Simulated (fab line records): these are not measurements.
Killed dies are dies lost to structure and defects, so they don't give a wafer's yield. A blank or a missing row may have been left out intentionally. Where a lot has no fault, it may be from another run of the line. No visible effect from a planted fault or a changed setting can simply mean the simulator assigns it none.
Chamber matching | flow n5_finfet | N5_FIN_SAQP_SPACER2_ETCHBACK_29 on rie_diel-06: 4 sister chambers
The step etches SiO2 in CHF3/O2, target depth 12.2 nm, time 6.1 s. 16 wafers are shown with their chamber, then 8 later ones without.

## WAFERS PAIRED WITH THEIR CHAMBERS
wafer  | chamber | drypump_motor_current_A (A) | showerhead_plenum_p_Torr (Torr) | rf_vpp_V (V)
L074.2 | 2       | 5.2                         | 2.34                            | 531
L074.3 | 1       | 5.4                         | 2.46                            | 533
L074.5 | 2       | 5.2                         | 2.34                            | 530
L080.2 | 0       | 5.1                         | 2.50                            | 512
L080.3 | 1       | 5.4                         | 2.45                            | 534
L080.4 | 3       | 4.9                         | 2.35                            | 530
L084.2 | 3       | 4.9                         | 2.34                            | 532
L084.5 | 1       | 5.4                         | 2.45                            | 533
L084.6 | 3       | 4.9                         | 2.34                            | 532
L086.2 | 0       | 5.1                         | 2.49                            | 511
L086.4 | 2       | 5.2                         | 2.33                            | 531
L086.6 | 2       | 5.2                         | 2.33                            | 530
L088.1 | 1       | 5.3                         | 2.45                            | 533
L088.2 | 2       | 5.2                         | 2.33                            | 532
L088.4 | 3       | 4.9                         | 2.34                            | 531
L090.2 | 3       | 4.9                         | 2.34                            | 533

SIGNATURES (means of the wafers above)
reading                  | chamber 0 | chamber 1 | chamber 2 | chamber 3 | scatter within a chamber
drypump_motor_current_A  | 5.100     | 5.375     | 5.200     | 4.900     | 0.025
showerhead_plenum_p_Torr | 2.4950    | 2.4525    | 2.3340    | 2.3420    | 0.0052
rf_vpp_V                 | 511.50    | 533.25    | 530.80    | 531.60    | 0.878
Rule: a wafer lies at a distance from a chamber equal to the root of the sum of squares, over the readings, of (its reading less the chamber's mean, divided by the reading's scatter). The wafer belongs to the nearest chamber; if the next one is less than 2 further off, it can't be placed. The scatter: the root of (the sum of the squares of (reading less its chamber's mean) over the shown wafers, divided by (wafers less chambers)).

## WAFERS MISSING THEIR CHAMBER
wafer  | drypump_motor_current_A (A) | showerhead_plenum_p_Torr (Torr) | rf_vpp_V (V)
L090.3 | 5.1                         | 2.49                            | 512
L090.4 | 5.2                         | 2.33                            | 531
L093.4 | 5.2                         | 2.33                            | 530
L093.5 | 4.9                         | 2.34                            | 531
L093.6 | 5.0                         | 2.49                            | 513
L097.1 | 5.4                         | 2.44                            | 532
L097.3 | 4.9                         | 2.33                            | 530
L097.5 | 5.3                         | 2.44                            | 532

## CHAMBER TAKEN BY EACH
wafer  | from the rows above | in truth
L090.3 | 0                   | 0
L090.4 | 2                   | 2
L093.4 | 2                   | 2
L093.5 | 3                   | 3
L093.6 | 0                   | 0
L097.1 | 1                   | 1
L097.3 | 3                   | 3
L097.5 | 1                   | 1
Correctly placed: 8 of 8. Left unplaced by these rows: 0. 0 placed wrongly.
